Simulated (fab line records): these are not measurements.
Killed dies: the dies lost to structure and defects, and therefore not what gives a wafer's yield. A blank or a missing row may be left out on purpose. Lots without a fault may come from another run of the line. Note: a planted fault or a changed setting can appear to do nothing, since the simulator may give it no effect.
Matching of chambers :: flow n5_finfet :: 3 sister chambers for N5_GATE_CUT_HM_DEP_46 on pecvd-03
The step deposits SiO2 from TEOS/O2, target thk 130 nm, time 26.6 s. 16 wafers are shown with their chamber, then 8 later ones without.

== WAFERS PAIRED WITH THEIR CHAMBERS ==
wafer: L076.3
chamber: 2
throttle_valve_pct (%): 17.8
heater_power_w (W): 670
rf_fwd_power_W (W): 883

wafer: L076.4
chamber: 0
throttle_valve_pct (%): 19.0
heater_power_w (W): 532
rf_fwd_power_W (W): 893

wafer: L076.6
chamber: 2
throttle_valve_pct (%): 17.6
heater_power_w (W): 661
rf_fwd_power_W (W): 885

wafer: L077.2
chamber: 1
throttle_valve_pct (%): 19.1
heater_power_w (W): 575
rf_fwd_power_W (W): 890

wafer: L077.4
chamber: 2
throttle_valve_pct (%): 17.9
heater_power_w (W): 656
rf_fwd_power_W (W): 893

wafer: L077.6
chamber: 0
throttle_valve_pct (%): 19.1
heater_power_w (W): 463
rf_fwd_power_W (W): 894

wafer: L078.4
chamber: 1
throttle_valve_pct (%): 19.3
heater_power_w (W): 579
rf_fwd_power_W (W): 891

wafer: L078.5
chamber: 2
throttle_valve_pct (%): 17.8
heater_power_w (W): 705
rf_fwd_power_W (W): 887

wafer: L078.6
chamber: 0
throttle_valve_pct (%): 19.1
heater_power_w (W): 480
rf_fwd_power_W (W): 890

wafer: L082.2
chamber: 2
throttle_valve_pct (%): 18.0
heater_power_w (W): 665
rf_fwd_power_W (W): 886

wafer: L082.4
chamber: 2
throttle_valve_pct (%): 18.0
heater_power_w (W): 696
rf_fwd_power_W (W): 886

wafer: L082.5
chamber: 0
throttle_valve_pct (%): 19.0
heater_power_w (W): 390
rf_fwd_power_W (W): 897

wafer: L086.2
chamber: 0
throttle_valve_pct (%): 19.2
heater_power_w (W): 445
rf_fwd_power_W (W): 891

wafer: L086.4
chamber: 2
throttle_valve_pct (%): 18.0
heater_power_w (W): 665
rf_fwd_power_W (W): 885

wafer: L086.5
chamber: 0
throttle_valve_pct (%): 19.3
heater_power_w (W): 449
rf_fwd_power_W (W): 895

wafer: L090.2
chamber: 0
throttle_valve_pct (%): 19.3
heater_power_w (W): 507
rf_fwd_power_W (W): 893

SIGNATURES, as means of the wafers listed above
reading: throttle_valve_pct
chamber 0: 19.143
chamber 1: 19.200
chamber 2: 17.871
scatter within a chamber: 0.139

reading: heater_power_w
chamber 0: 466.57
chamber 1: 577.00
chamber 2: 674.00
scatter within a chamber: 33.8

reading: rf_fwd_power_W
chamber 0: 893.29
chamber 1: 890.50
chamber 2: 886.43
scatter within a chamber: 2.68
Rule: for each reading, subtract the chamber's mean from the wafer's reading, divide by that reading's scatter and square the result; add these up over the readings and take the root, which gives the wafer's distance from the chamber. If the next closest chamber is less than 2 further off than the closest, the wafer can't be placed; otherwise it belongs to the closest. The scatter: take each reading less its chamber's mean, square it, sum over the shown wafers, divide by the number of wafers less the number of chambers, and take the root.

== WAFERS WITHOUT THEIR CHAMBER ==
wafer: L090.3
throttle_valve_pct (%): 19.5
heater_power_w (W): 540
rf_fwd_power_W (W): 891

wafer: L090.5
throttle_valve_pct (%): 18.0
heater_power_w (W): 685
rf_fwd_power_W (W): 887

wafer: L094.2
throttle_valve_pct (%): 19.5
heater_power_w (W): 578
rf_fwd_power_W (W): 887

wafer: L094.3
throttle_valve_pct (%): 18.9
heater_power_w (W): 487
rf_fwd_power_W (W): 895

wafer: L094.5
throttle_valve_pct (%): 18.1
heater_power_w (W): 608
rf_fwd_power_W (W): 883

wafer: L096.1
throttle_valve_pct (%): 17.9
heater_power_w (W): 693
rf_fwd_power_W (W): 881

wafer: L096.4
throttle_valve_pct (%): 19.2
heater_power_w (W): 472
rf_fwd_power_W (W): 890

wafer: L096.6
throttle_valve_pct (%): 19.4
heater_power_w (W): 449
rf_fwd_power_W (W): 896

== WHICH CHAMBER EACH WENT THROUGH ==
wafer: L090.3
from the rows above: can't be placed: 1 or 0
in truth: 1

wafer: L090.5
from the rows above: 2
in truth: 2

wafer: L094.2
from the rows above: 1
in truth: 1

wafer: L094.3
from the rows above: can't be placed: 0 or 1
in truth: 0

wafer: L094.5
from the rows above: 2
in truth: 2

wafer: L096.1
from the rows above: 2
in truth: 2

wafer: L096.4
from the rows above: can't be placed: 0 or 1
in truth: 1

wafer: L096.6
from the rows above: 0
in truth: 0
5 of 8 placed correctly. From these rows, 3 cannot be placed; in 3 the true chamber is one of the candidates. Wrongly placed: 0.
